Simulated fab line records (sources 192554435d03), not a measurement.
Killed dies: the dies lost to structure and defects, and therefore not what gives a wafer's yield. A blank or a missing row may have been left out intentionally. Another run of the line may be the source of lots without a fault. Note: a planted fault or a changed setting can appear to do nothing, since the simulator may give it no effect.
The tool behind it: which one?	flow n5Finfet	22 lots with 66 wafers sampled at 5 steps, on a route of 1938 steps

## WHAT THE GAUGES READ, wafer by wafer
N5_BEOL_M2_OCD_MEAS_38. Usual: trenchDepthNm at 56.1 nm, with a standard deviation of 1.4.
lot	measured	on	trenchDepthNm (nm)	flag
L074	day 6 20:43	ocd-02	56.6 57.0 54.6	
L075	day 6 22:42	ocd-01	55.4 56.8 57.0	
L076	day 7 02:22	ocd-02	56.6 53.8 56.4	
L077	day 7 10:44	ocd-02	58.9 57.0 58.9	
L078	day 7 11:04	ocd-02	53.5 56.9 56.7	
L079	day 8 04:19	ocd-02	54.8 58.3 54.3	
L080	day 8 08:13	ocd-01	53.2 58.8 53.0	
L081	day 8 08:19	ocd-02	56.9 55.5 54.9	
L082	day 8 17:32	ocd-02	54.8 57.1 55.2	
L083	day 8 17:38	ocd-01	55.7 57.7 55.3	
L084	day 9 07:35	ocd-02	56.0 54.9 57.4	
L086	day 9 18:08	ocd-02	55.5 55.4 55.8	
L087	day 10 00:01	ocd-02	57.3 55.3 55.9	
L088	day 10 09:52	ocd-01	56.6 55.0 55.6	
L089	day 10 10:01	ocd-01	56.8 55.3 58.1	
L090	day 10 13:08	ocd-01	56.0 55.5 58.8	
L091	day 11 08:40	ocd-02	52.5 57.7 51.9	
L093	day 11 12:14	ocd-01	55.2 55.3 56.9	
L092	day 11 15:56	ocd-02	56.4 55.8 55.2	
L094	day 11 16:06	ocd-01	55.2 58.5 55.9	
L096	day 12 00:07	ocd-02	55.7 57.7 57.2	
L097	day 12 22:30	ocd-01	55.4 55.3 55.0	

## WHAT TOOL EACH LOT RAN ON (gives the tool, then ch and the chambers of the sampled wafers, and finally the start)
lot	N5_BEOL_M2_ETCH_69	N5_BEOL_M2_STRIP_36	N5_BEOL_M2_TRENCH_ETCH_37	N5_BEOL_M2_STRIP_97
L074	rieDiel-04 ch 1,3, day 6 15:23	rieDiel-05 ch 1,2,3, day 6 20:32	rieDiel-05 ch 1,2,3, day 6 20:43 or earlier	rieDiel-05 ch 1,2,3, day 6 20:43 or earlier
L075	rieDiel-04 ch 2,3, day 6 20:47	rieDiel-03 ch 1,2,3, day 6 22:30	rieDiel-03 ch 1,2,3, day 6 22:42 or earlier	rieDiel-03 ch 1,2,3, day 6 22:42 or earlier
L076	rieDiel-03 ch 1,2,3, day 6 22:14	rieDiel-05 ch 1,3, day 7 02:11	rieDiel-05 ch 1,3, day 7 02:22 or earlier	rieDiel-05 ch 1,3, day 7 02:22 or earlier
L077	rieDiel-05 ch 1,2,3, day 7 09:05	rieDiel-03 ch 0,1, day 7 10:33	rieDiel-03 ch 0,1, day 7 10:44 or earlier	rieDiel-03 ch 0,1, day 7 10:44 or earlier
L078	rieDiel-05 ch 1,2, day 7 09:24	rieDiel-05 ch 1,3, day 7 10:53	rieDiel-05 ch 1,3, day 7 11:04 or earlier	rieDiel-05 ch 1,3, day 7 11:04 or earlier
L079	rieDiel-04 ch 1,2, day 8 01:07	rieDiel-03 ch 0,3, day 8 04:07	rieDiel-03 ch 0,3, day 8 04:19 or earlier	rieDiel-03 ch 0,3, day 8 04:19 or earlier
L080	rieDiel-03 ch 0,1,2, day 8 01:18	rieDiel-04 ch 0,1, day 8 08:02	rieDiel-04 ch 0,1, day 8 08:13 or earlier	rieDiel-04 ch 0,1, day 8 08:13 or earlier
L081	rieDiel-04 ch 0,2, day 8 02:38	rieDiel-05 ch 0,2,3, day 8 08:08	rieDiel-05 ch 0,2,3, day 8 08:19 or earlier	rieDiel-05 ch 0,2,3, day 8 08:19 or earlier
L082	rieDiel-03 ch 1,2,3, day 8 14:11	rieDiel-05 ch 0,2,3, day 8 17:20	rieDiel-05 ch 0,2,3, day 8 17:32 or earlier	rieDiel-05 ch 0,2,3, day 8 17:32 or earlier
L083	rieDiel-05 ch 0,2,3, day 8 14:25	rieDiel-03 ch 2,3, day 8 17:25	rieDiel-03 ch 2,3, day 8 17:38 or earlier	rieDiel-03 ch 2,3, day 8 17:38 or earlier
L084	rieDiel-03 ch 0,2,3, day 9 04:09	rieDiel-03 ch 0,1,3, day 9 07:23	rieDiel-03 ch 0,1,3, day 9 07:35 or earlier	rieDiel-03 ch 0,1,3, day 9 07:35 or earlier
L086	rieDiel-03 ch 0,1,2, day 9 13:43	rieDiel-03 ch 1,3, day 9 17:56	rieDiel-03 ch 1,3, day 9 18:08 or earlier	rieDiel-03 ch 1,3, day 9 18:08 or earlier
L087	rieDiel-05 ch 0,2, day 9 20:53	rieDiel-03 ch 2,3, day 9 23:49	rieDiel-03 ch 2,3, day 10 00:01 or earlier	rieDiel-03 ch 2,3, day 10 00:01 or earlier
L088	rieDiel-03 ch 1,2,3, day 10 05:17	rieDiel-05 ch 0,1,3, day 10 09:41	rieDiel-05 ch 0,1,3, day 10 09:52 or earlier	rieDiel-05 ch 0,1,3, day 10 09:52 or earlier
L089	rieDiel-03 ch 0,1, day 10 07:13	rieDiel-03 ch 0,2,3, day 10 09:49	rieDiel-03 ch 0,2,3, day 10 10:01 or earlier	rieDiel-03 ch 0,2,3, day 10 10:01 or earlier
L090	rieDiel-05 ch 0,1,3, day 10 11:27	rieDiel-03 ch 0,1,3, day 10 12:56	rieDiel-03 ch 0,1,3, day 10 13:08 or earlier	rieDiel-03 ch 0,1,3, day 10 13:08 or earlier
L091	rieDiel-05 ch 0,1,2, day 10 19:02	rieDiel-04 ch 1,3, day 11 08:28	rieDiel-04 ch 1,3, day 11 08:40 or earlier	rieDiel-04 ch 1,3, day 11 08:40 or earlier
L093	rieDiel-03 ch 0,1,3, day 11 06:28	rieDiel-05 ch 0,1,3, day 11 12:02	rieDiel-05 ch 0,1,3, day 11 12:14 or earlier	rieDiel-05 ch 0,1,3, day 11 12:14 or earlier
L092	rieDiel-03 ch 0,2,3, day 11 14:47	rieDiel-05 ch 0,3, day 11 15:44	rieDiel-05 ch 0,3, day 11 15:56 or earlier	rieDiel-05 ch 0,3, day 11 15:56 or earlier
L094	rieDiel-05 ch 0,1,2, day 11 15:11	rieDiel-03 ch 0,1,3, day 11 15:55	rieDiel-03 ch 0,1,3, day 11 16:06 or earlier	rieDiel-03 ch 0,1,3, day 11 16:06 or earlier
L096	rieDiel-05 ch 2,3, day 11 22:36	rieDiel-03 ch 0,1, day 11 23:56	rieDiel-03 ch 0,1, day 12 00:07 or earlier	rieDiel-03 ch 0,1, day 12 00:07 or earlier
L097	rieDiel-04 ch 0,1, day 12 16:29	rieDiel-05 ch 0,1,3, day 12 22:18	rieDiel-05 ch 0,1,3, day 12 22:30 or earlier	rieDiel-05 ch 0,1,3, day 12 22:30 or earlier
- N5_BEOL_M2_ETCH_69: etches SiARC in CF4, target depth 15.6 nm, time 26 s.
- N5_BEOL_M2_STRIP_36: strips in N2/H2.
- N5_BEOL_M2_TRENCH_ETCH_37: etches SiOC in C4F6/O2, target depth 55.555 nm, time 29.2 s.
- N5_BEOL_M2_STRIP_97: strips in N2/H2, time 10 s.

## WHAT THE TOOLS THEMSELVES READ (means of the sampled wafers that have a number; where no wafer has one, the mark that the record gives instead)
N5_BEOL_M2_ETCH_69. Usual: for cf4FlowSccm, 100.0 sccm with a standard deviation of 0.31; for drypumpMotorCurrentA, 5.7 A with a standard deviation of 0.47; for etchRfOnTimeS, 25.6 s with a standard deviation of 1.1; for oesProductAu, 0.68 a.u. with a standard deviation of 0.08; for rfVppV, 183.9 V with a standard deviation of 1.3; for showerheadPlenumPTorr, 2.13 Torr with a standard deviation of 0.092; for throttleValvePct, 15.60 % with a standard deviation of 0.27.
lot	tool	cf4FlowSccm (sccm)	drypumpMotorCurrentA (A)	etchRfOnTimeS (s)	oesProductAu (a.u.)	rfVppV (V)	showerheadPlenumPTorr (Torr)	throttleValvePct (%)	flag
L074	rieDiel-04	99.9	5.0	26.7	0.61	183.3	2.05	15.78	
L075	rieDiel-04	99.8	5.6	25.4	0.61	183.0	2.03	15.75	
L076	rieDiel-03	100.1	5.5	25.1	0.67	183.2	2.09	15.75	
L077	rieDiel-05	99.8	6.3	26.2	0.64	183.5	2.11	15.61	
L078	rieDiel-05	99.8	6.4	26.6	0.60	183.3	2.04	15.64	
L079	rieDiel-04	99.9	5.3	27.5	0.60	183.1	2.05	15.89	
L080	rieDiel-03	99.8	5.6	24.9	0.71	184.0	2.14	15.60	
L081	rieDiel-04	99.8	6.0	25.7	0.68	184.6	2.07	15.64	
L082	rieDiel-03	100.1	5.5	25.1	0.66	182.9	2.09	15.79	
L083	rieDiel-05	99.9	6.0	25.4	0.72	184.3	2.13	15.40	
L084	rieDiel-03	100.1	5.4	25.0	0.69	184.2	2.15	15.57	
L086	rieDiel-03	100.1	5.6	25.0	0.70	183.7	2.13	15.63	
L087	rieDiel-05	99.6	6.0	25.7	0.73	183.0	2.07	15.34	
L088	rieDiel-03	100.3	5.5	25.2	0.65	183.5	2.09	15.81	
L089	rieDiel-03	100.2	5.9	24.8	0.68	183.6	2.14	15.77	
L090	rieDiel-05	100.0	6.1	26.2	0.75	184.1	2.19	15.42	
L091	rieDiel-05	99.8	6.2	26.5	0.72	184.7	2.13	15.45	
L093	rieDiel-03	100.0	5.6	24.9	0.66	184.3	2.15	15.74	
L092	rieDiel-03	100.1	5.4	25.0	0.67	184.0	2.15	15.62	
L094	rieDiel-05	100.2	6.2	26.4	0.71	183.1	2.12	15.47	
L096	rieDiel-05	100.2	6.1	25.8	0.65	184.5	2.17	15.52	
L097	rieDiel-04	100.2	5.1	26.8	0.64	183.0	2.08	15.68	

N5_BEOL_M2_STRIP_36. Usual: drypumpMotorCurrentA 5.8 A, standard deviation 0.44; oesProductAu 0.79 a.u., standard deviation 0.083; rfVppV 59.2 V, standard deviation 1.4; showerheadPlenumPTorr 2.52 Torr, standard deviation 0.12; tempC 40.01 C, standard deviation 0.11; throttleValvePct 23.52 %, standard deviation 0.18.
lot	tool	drypumpMotorCurrentA (A)	oesProductAu (a.u.)	rfVppV (V)	showerheadPlenumPTorr (Torr)	tempC (C)	throttleValvePct (%)	flag
L074	rieDiel-05	6.3	0.76	58.0	2.51	39.94	23.49	
L075	rieDiel-03	5.5	0.77	58.5	2.46	39.99	23.51	
L076	rieDiel-05	6.1	0.79	60.4	2.59	40.04	23.58	
L077	rieDiel-03	5.7	0.87	59.3	2.60	39.99	23.37	
L078	rieDiel-05	6.1	0.77	59.0	2.59	39.97	23.58	
L079	rieDiel-03	5.4	0.76	58.7	2.58	40.09	23.50	
L080	rieDiel-04	5.1	0.79	59.3	2.48	39.90	23.57	
L081	rieDiel-05	6.0	0.84	58.8	2.54	40.11	23.55	
L082	rieDiel-05	6.0	0.84	59.7	2.53	40.02	23.57	
L083	rieDiel-03	5.3	0.73	57.9	2.50	39.93	23.56	
L084	rieDiel-03	5.6	0.77	59.1	2.54	40.14	23.46	
L086	rieDiel-03	5.6	0.72	58.8	2.48	39.98	23.58	
L087	rieDiel-03	5.3	0.73	59.2	2.49	39.92	23.57	
L088	rieDiel-05	6.1	0.88	59.6	2.61	40.04	23.48	
L089	rieDiel-03	5.4	0.78	60.0	2.54	39.89	23.48	
L090	rieDiel-03	5.6	0.77	60.1	2.53	39.97	23.49	
L091	rieDiel-04	5.0	0.77	60.5	2.50	40.00	23.54	
L093	rieDiel-05	6.1	0.87	58.7	2.61	40.06	23.49	
L092	rieDiel-05	5.8	0.86	59.0	2.53	40.01	23.58	
L094	rieDiel-03	5.6	0.76	58.6	2.53	40.01	23.50	
L096	rieDiel-03	5.7	0.80	59.5	2.59	40.03	23.39	
L097	rieDiel-05	6.1	0.85	58.4	2.61	39.97	23.50	

N5_BEOL_M2_TRENCH_ETCH_37. Usual: drypumpMotorCurrentA 5.8 A, standard deviation 0.44; oesProductAu 0.79 a.u., standard deviation 0.084; rfVppV 672 V, standard deviation 15; showerheadPlenumPTorr 2.83 Torr, standard deviation 0.12; throttleValvePct 20.83 %, standard deviation 0.24.
lot	tool	drypumpMotorCurrentA (A)	oesProductAu (a.u.)	rfVppV (V)	showerheadPlenumPTorr (Torr)	throttleValvePct (%)	flag
L074	rieDiel-05	6.3	0.76	682	2.80	20.78	
L075	rieDiel-03	5.5	0.78	668	2.78	20.97	
L076	rieDiel-05	6.2	0.78	680	2.89	20.82	
L077	rieDiel-03	5.7	0.87	667	2.95	20.88	
L078	rieDiel-05	6.1	0.77	680	2.89	20.84	
L079	rieDiel-03	5.4	0.77	664	2.88	20.76	
L080	rieDiel-04	5.1	0.81	679	2.78	20.81	
L081	rieDiel-05	6.0	0.84	672	2.83	20.62	
L082	rieDiel-05	6.0	0.83	672	2.83	20.62	
L083	rieDiel-03	5.3	0.74	667	2.78	20.82	
L084	rieDiel-03	5.7	0.78	665	2.86	20.94	
L086	rieDiel-03	5.5	0.73	663	2.78	20.97	
L087	rieDiel-03	5.3	0.73	667	2.78	20.84	
L088	rieDiel-05	6.1	0.89	686	2.91	20.64	
L089	rieDiel-03	5.3	0.78	668	2.86	20.81	
L090	rieDiel-03	5.6	0.78	666	2.86	20.95	
L091	rieDiel-04	5.0	0.77	687	2.82	20.96	
L093	rieDiel-05	6.1	0.87	687	2.91	20.67	
L092	rieDiel-05	5.8	0.86	672	2.82	20.59	
L094	rieDiel-03	5.6	0.76	665	2.85	20.96	
L096	rieDiel-03	5.7	0.81	666	2.93	20.94	
L097	rieDiel-05	6.1	0.85	686	2.90	20.69	

N5_BEOL_M2_STRIP_97. Usual: drypumpMotorCurrentA 5.8 A, standard deviation 0.43; oesProductAu 0.79 a.u., standard deviation 0.084; rfVppV 59.2 V, standard deviation 0.89; showerheadPlenumPTorr 2.52 Torr, standard deviation 0.12; tempC 39.99 C, standard deviation 0.11; throttleValvePct 23.52 %, standard deviation 0.18.
lot	tool	drypumpMotorCurrentA (A)	oesProductAu (a.u.)	rfVppV (V)	showerheadPlenumPTorr (Torr)	tempC (C)	throttleValvePct (%)	flag
L074	rieDiel-05	6.2	0.75	58.4	2.51	39.97	23.49	
L075	rieDiel-03	5.5	0.77	58.9	2.46	39.96	23.51	
L076	rieDiel-05	6.1	0.77	58.3	2.59	39.97	23.58	
L077	rieDiel-03	5.7	0.85	59.5	2.60	40.03	23.36	
L078	rieDiel-05	6.2	0.77	58.7	2.59	40.01	23.58	
L079	rieDiel-03	5.4	0.76	58.8	2.58	40.00	23.50	
L080	rieDiel-04	5.1	0.79	59.0	2.48	39.90	23.58	
L081	rieDiel-05	6.0	0.84	59.2	2.54	39.95	23.55	
L082	rieDiel-05	6.0	0.84	59.4	2.53	40.01	23.57	
L083	rieDiel-03	5.3	0.73	59.4	2.49	39.91	23.57	
L084	rieDiel-03	5.6	0.77	59.0	2.54	39.95	23.47	
L086	rieDiel-03	5.5	0.72	59.3	2.48	40.06	23.58	
L087	rieDiel-03	5.3	0.73	60.0	2.49	39.93	23.58	
L088	rieDiel-05	6.1	0.90	59.2	2.61	39.91	23.48	
L089	rieDiel-03	5.4	0.78	59.1	2.54	40.06	23.48	
L090	rieDiel-03	5.6	0.77	59.0	2.53	40.03	23.49	
L091	rieDiel-04	5.0	0.77	58.5	2.50	39.92	23.56	
L093	rieDiel-05	6.1	0.86	59.0	2.61	39.98	23.50	
L092	rieDiel-05	5.9	0.86	59.4	2.53	40.04	23.58	
L094	rieDiel-03	5.6	0.76	59.2	2.53	40.14	23.50	
L096	rieDiel-03	5.7	0.80	59.7	2.59	39.95	23.41	
L097	rieDiel-05	6.1	0.85	59.7	2.60	40.05	23.50	

## THE ANSWER, worked out from the rows above alone
Rule: take the mean of a lot's wafers that have a number; if it is more than 3 standard deviations from the usual mean, the lot is off. Also off: a lot with no number at a reading for which 4 or more lots have one. All remaining lots with rows at the step are treated as sound. After the gauges, taken in route order, come the tools' own readings; for these a lot's mean is taken, as printed above. The first step at which some lot is off is used, and at that step the reading that is off furthest; a lot without a number counts as furthest.
No lot is off at any reading shown: from this, nothing can be told.

## WHAT THE SIMULATOR HAD PUT IN
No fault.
